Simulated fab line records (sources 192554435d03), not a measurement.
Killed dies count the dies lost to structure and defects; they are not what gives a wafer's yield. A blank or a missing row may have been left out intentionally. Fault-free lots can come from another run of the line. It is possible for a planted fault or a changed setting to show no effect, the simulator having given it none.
Split-lot study + flow n5 finfet + 7 lots, 39 wafers read, on a route of 1938 steps

THE SPLIT
At N5_DUMMY_GATE_ETCH_42 (etches SiO2 in CHF3/O2, target depth 3.5 nm, time 31 s), the setting bias w was moved away from the recipe's 12 W on 15 of the 39 wafers read, by -18.5% to +18.3%. This setting was run at the recipe's value on the other wafers.

The reading is taken at the split's own step.

THE READING
rf vpp V, in V, at N5_DUMMY_GATE_ETCH_42 (etches SiO2 in CHF3/O2, target depth 3.5 nm, time 31 s). Fault-free wafers of this fab line usually give 42.5 V, standard deviation 1.1 V.

| wafer  | tool, chamber at the split | bias w as run, W | against the recipe | rf vpp V, V | against lot-mates on the recipe |
|--------|----------------------------|------------------|--------------------|-------------|---------------------------------|
| L074.1 | rie diel-06, 3             | 12               | recipe             | 44.9        | -                               |
| L074.2 | rie diel-06, 2             | 9.776            | -18.5%             | 35.1        | -8.7                            |
| L074.3 | rie diel-06, 0             | 9.776            | -18.5%             | 35.6        | -8.2                            |
| L074.4 | rie diel-06, 1             | 12               | recipe             | 43.8        | -                               |
| L074.5 | rie diel-06, 3             | 9.776            | -18.5%             | 37.2        | -6.6                            |
| L074.6 | rie diel-06, 0             | 12               | recipe             | 42.7        | -                               |
| L076.1 | rie diel-01, 0             | 10.79            | -10.1%             | 39.2        | -3.3                            |
| L076.2 | rie diel-01, 1             | 10.79            | -10.1%             | 38.2        | -4.3                            |
| L076.3 | rie diel-01, 2             | 12               | recipe             | 43.3        | -                               |
| L076.4 | rie diel-01, 3             | 12               | recipe             | 41.4        | -                               |
| L076.5 | rie diel-01, 1             | 10.79            | -10.1%             | 40.0        | -2.5                            |
| L076.6 | rie diel-01, 2             | 12               | recipe             | 42.8        | -                               |
| L077.1 | rie diel-01, 2             | 10.37            | -13.6%             | 40.1        | -2.3                            |
| L077.2 | rie diel-01, 1             | 12               | recipe             | 42.9        | -                               |
| L077.3 | rie diel-01, 3             | 12               | recipe             | 41.8        | -                               |
| L077.4 | rie diel-01, 0             | 10.37            | -13.6%             | 37.6        | -4.8                            |
| L077.5 | rie diel-01, 3             | 10.37            | -13.6%             | 37.4        | -5.0                            |
| L077.6 | rie diel-01, 2             | 12               | recipe             | 42.5        | -                               |
| L080.1 | rie diel-02, 2             | 12               | recipe             | 43.7        | -                               |
| L080.2 | rie diel-02, 3             | 14.2             | +18.3%             | 46.2        | +2.7                            |
| L080.3 | rie diel-02, 0             | 14.2             | +18.3%             | 49.3        | +5.8                            |
| L080.4 | rie diel-02, 1             | 12               | recipe             | 42.7        | -                               |
| L080.5 | rie diel-02, 2             | 12               | recipe             | 44.1        | -                               |
| L080.6 | rie diel-02, 3             | 14.2             | +18.3%             | 47.4        | +3.9                            |
| L084.2 | rie diel-06, 3             | 12               | recipe             | 42.5        | -                               |
| L084.3 | rie diel-06, 1             | 12               | recipe             | 42.9        | -                               |
| L084.6 | rie diel-06, 0             | 12               | recipe             | 41.2        | -                               |
| L089.1 | rie diel-06, 0             | 12               | recipe             | 40.7        | -                               |
| L089.2 | rie diel-06, 3             | 12               | recipe             | 43.0        | -                               |
| L089.3 | rie diel-06, 2             | 12               | recipe             | 41.3        | -                               |
| L089.4 | rie diel-06, 1             | 12               | recipe             | 41.9        | -                               |
| L089.5 | rie diel-06, 0             | 12               | recipe             | 40.8        | -                               |
| L089.6 | rie diel-06, 1             | 12               | recipe             | 43.1        | -                               |
| L094.1 | rie diel-01, 2             | 13.61            | +13.4%             | 47.8        | +5.9                            |
| L094.2 | rie diel-01, 3             | 13.61            | +13.4%             | 46.0        | +4.1                            |
| L094.3 | rie diel-01, 1             | 13.61            | +13.4%             | 47.2        | +5.3                            |
| L094.4 | rie diel-01, 0             | 12               | recipe             | 41.9        | -                               |
| L094.5 | rie diel-01, 1             | 12               | recipe             | 41.6        | -                               |
| L094.6 | rie diel-01, 0             | 12               | recipe             | 42.3        | -                               |

FIT RESULTS
A straight line over all 39 wafers: rf vpp V changes by +0.318 V for each +1% of bias w; r = +0.94; the points scatter about the line by 1.1 V.
The same after taking each lot's own level away (the mean of its wafers on the recipe; 39 wafers): +0.328 V for each +1%; r = +0.94; scatter 1.1 V.
According to that fit, moving bias w by its largest amount changes the reading by 6.1 V.
Measured against the standard deviation above, the lots' own levels, which go from 41.80 to 43.80 V, span 1.8 times it.
So the lot-to-lot level changes the slope little: the two slopes agree.
Check: for one of the wafers moved furthest among these (-18.5%), held out of the fit, the line's prediction against its lot-mates is -5.95 V. Against them it came out at -8.7 V.
Tool readings at the split's step, against how far the setting was moved: rf vpp V r = +0.94.

THE FILE'S OWN FIT
rf vpp V changes by +0.33 V for each +1% of bias w, r = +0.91.
